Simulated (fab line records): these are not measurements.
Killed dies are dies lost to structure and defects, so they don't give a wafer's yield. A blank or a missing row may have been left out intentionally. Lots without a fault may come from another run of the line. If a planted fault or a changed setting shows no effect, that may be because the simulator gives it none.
Split-lot trial || flow n5_finfet || 21 wafers read across 7 lots, on a route 1938 steps long

SPLIT DETAILS
At N5_BEOL_M9_COAT_22 (resist thk 30 nm), the setting spin_rpm was moved away from the recipe's 1500 rpm on 7 of the 21 wafers read, by -9.9% to +9.9%. The other wafers ran this setting at the recipe's value.

The reading is taken at the split's own step.

THE READING
CAR-EUV_of_BEOL_M9_COAT_22.thk_nm (the simulator's own value, which no gauge read), in nm, at N5_BEOL_M9_COAT_22 (resist thk 30 nm). The file does not state a usual value for it. The 14 wafers here that ran the recipe average 30.0 nm, standard deviation 0.13 nm.

{"wafer": "L077.3", "tool, chamber at the split": "litho_track-02, 0", "spin_rpm as run, rpm": 1500, "against the recipe": "recipe", "CAR-EUV_of_BEOL_M9_COAT_22.thk_nm, nm": 29.8, "against lot-mates on the recipe": "-"}
{"wafer": "L077.5", "tool, chamber at the split": "litho_track-02, 0", "spin_rpm as run, rpm": 1500, "against the recipe": "recipe", "CAR-EUV_of_BEOL_M9_COAT_22.thk_nm, nm": 29.8, "against lot-mates on the recipe": "-"}
{"wafer": "L077.4", "tool, chamber at the split": "litho_track-02, 0", "spin_rpm as run, rpm": 1500, "against the recipe": "recipe", "CAR-EUV_of_BEOL_M9_COAT_22.thk_nm, nm": 30, "against lot-mates on the recipe": "-"}
{"wafer": "L079.1", "tool, chamber at the split": "litho_track-02, 0", "spin_rpm as run, rpm": 1500, "against the recipe": "recipe", "CAR-EUV_of_BEOL_M9_COAT_22.thk_nm, nm": 30, "against lot-mates on the recipe": "-"}
{"wafer": "L079.3", "tool, chamber at the split": "litho_track-02, 0", "spin_rpm as run, rpm": 1621, "against the recipe": "+8.1%", "CAR-EUV_of_BEOL_M9_COAT_22.thk_nm, nm": 28.8, "against lot-mates on the recipe": -1.2}
{"wafer": "L079.5", "tool, chamber at the split": "litho_track-02, 0", "spin_rpm as run, rpm": 1621, "against the recipe": "+8.1%", "CAR-EUV_of_BEOL_M9_COAT_22.thk_nm, nm": 28.8, "against lot-mates on the recipe": -1.2}
{"wafer": "L080.2", "tool, chamber at the split": "litho_track-04, 0", "spin_rpm as run, rpm": 1500, "against the recipe": "recipe", "CAR-EUV_of_BEOL_M9_COAT_22.thk_nm, nm": 30, "against lot-mates on the recipe": "-"}
{"wafer": "L080.5", "tool, chamber at the split": "litho_track-04, 0", "spin_rpm as run, rpm": 1500, "against the recipe": "recipe", "CAR-EUV_of_BEOL_M9_COAT_22.thk_nm, nm": 30, "against lot-mates on the recipe": "-"}
{"wafer": "L080.6", "tool, chamber at the split": "litho_track-04, 0", "spin_rpm as run, rpm": 1649, "against the recipe": "+9.9%", "CAR-EUV_of_BEOL_M9_COAT_22.thk_nm, nm": 28.6, "against lot-mates on the recipe": -1.4}
{"wafer": "L085.1", "tool, chamber at the split": "litho_track-04, 0", "spin_rpm as run, rpm": 1500, "against the recipe": "recipe", "CAR-EUV_of_BEOL_M9_COAT_22.thk_nm, nm": 30.2, "against lot-mates on the recipe": "-"}
{"wafer": "L085.5", "tool, chamber at the split": "litho_track-04, 0", "spin_rpm as run, rpm": 1351, "against the recipe": "-9.9%", "CAR-EUV_of_BEOL_M9_COAT_22.thk_nm, nm": 31.6, "against lot-mates on the recipe": "+1.4"}
{"wafer": "L085.6", "tool, chamber at the split": "litho_track-04, 0", "spin_rpm as run, rpm": 1351, "against the recipe": "-9.9%", "CAR-EUV_of_BEOL_M9_COAT_22.thk_nm, nm": 31.8, "against lot-mates on the recipe": "+1.6"}
{"wafer": "L088.2", "tool, chamber at the split": "litho_track-02, 0", "spin_rpm as run, rpm": 1370, "against the recipe": "-8.7%", "CAR-EUV_of_BEOL_M9_COAT_22.thk_nm, nm": 31.6, "against lot-mates on the recipe": "+1.4"}
{"wafer": "L088.3", "tool, chamber at the split": "litho_track-02, 0", "spin_rpm as run, rpm": 1500, "against the recipe": "recipe", "CAR-EUV_of_BEOL_M9_COAT_22.thk_nm, nm": 30.2, "against lot-mates on the recipe": "-"}
{"wafer": "L088.6", "tool, chamber at the split": "litho_track-02, 0", "spin_rpm as run, rpm": 1500, "against the recipe": "recipe", "CAR-EUV_of_BEOL_M9_COAT_22.thk_nm, nm": 30.2, "against lot-mates on the recipe": "-"}
{"wafer": "L092.1", "tool, chamber at the split": "litho_track-02, 0", "spin_rpm as run, rpm": 1610, "against the recipe": "+7.3%", "CAR-EUV_of_BEOL_M9_COAT_22.thk_nm, nm": 29, "against lot-mates on the recipe": -1.0}
{"wafer": "L092.2", "tool, chamber at the split": "litho_track-02, 0", "spin_rpm as run, rpm": 1500, "against the recipe": "recipe", "CAR-EUV_of_BEOL_M9_COAT_22.thk_nm, nm": 30, "against lot-mates on the recipe": "-"}
{"wafer": "L092.3", "tool, chamber at the split": "litho_track-02, 0", "spin_rpm as run, rpm": 1500, "against the recipe": "recipe", "CAR-EUV_of_BEOL_M9_COAT_22.thk_nm, nm": 30, "against lot-mates on the recipe": "-"}
{"wafer": "L095.1", "tool, chamber at the split": "litho_track-01, 0", "spin_rpm as run, rpm": 1500, "against the recipe": "recipe", "CAR-EUV_of_BEOL_M9_COAT_22.thk_nm, nm": 30.2, "against lot-mates on the recipe": "-"}
{"wafer": "L095.3", "tool, chamber at the split": "litho_track-01, 0", "spin_rpm as run, rpm": 1500, "against the recipe": "recipe", "CAR-EUV_of_BEOL_M9_COAT_22.thk_nm, nm": 30, "against lot-mates on the recipe": "-"}
{"wafer": "L095.6", "tool, chamber at the split": "litho_track-01, 0", "spin_rpm as run, rpm": 1500, "against the recipe": "recipe", "CAR-EUV_of_BEOL_M9_COAT_22.thk_nm, nm": 30, "against lot-mates on the recipe": "-"}

FIT RESULTS
A straight line over all 21 wafers: CAR-EUV_of_BEOL_M9_COAT_22.thk_nm changes by -0.16 nm for each +1% of spin_rpm; r = -0.99; the points scatter about the line by 0.13 nm.
The same after taking each lot's own level away (the mean of its wafers on the recipe; 21 wafers): -0.149 nm for each +1%; r = -1.00; scatter 0.071 nm.
Per that fit: largest spin_rpm move, reading shift of 1.5 nm.
Measured against the standard deviation above, the lots' own levels, which go from 29.87 to 30.20 nm, span 2.6 times it.
The two slopes are in agreement: the lot-to-lot level therefore moves the slope only a little.
Check: with one of the wafers moved furthest among these (-9.9%) left out of the fit, the line predicts +1.52 nm for it against its lot-mates. Against them it came out at +1.4 nm.

OTHER SPLITS ON THESE WAFERS
Other splits were also applied to these wafers ahead of the reading. Each is held against what the fit with the lots' levels taken away leaves over:
{"other split on the same wafers": "N5_BEOL_M8_EXPOSE_25 dose_mj", "wafers away from the commonest value": 5, "r with CAR-EUV_of_BEOL_M9_COAT_22.thk_nm (lot level and that fit taken away)": -0.26}
{"other split on the same wafers": "N5_BEOL_M8_ETCH_65 source_w", "wafers away from the commonest value": 5, "r with CAR-EUV_of_BEOL_M9_COAT_22.thk_nm (lot level and that fit taken away)": "+0.10"}
{"other split on the same wafers": "N5_BEOL_M9_ETCH_62 time_s", "wafers away from the commonest value": 6, "r with CAR-EUV_of_BEOL_M9_COAT_22.thk_nm (lot level and that fit taken away)": "+0.23"}

THE FILE'S OWN FIT
CAR-EUV_of_BEOL_M9_COAT_22.thk_nm changes by -0.148 nm for each +1% of spin_rpm, r = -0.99.
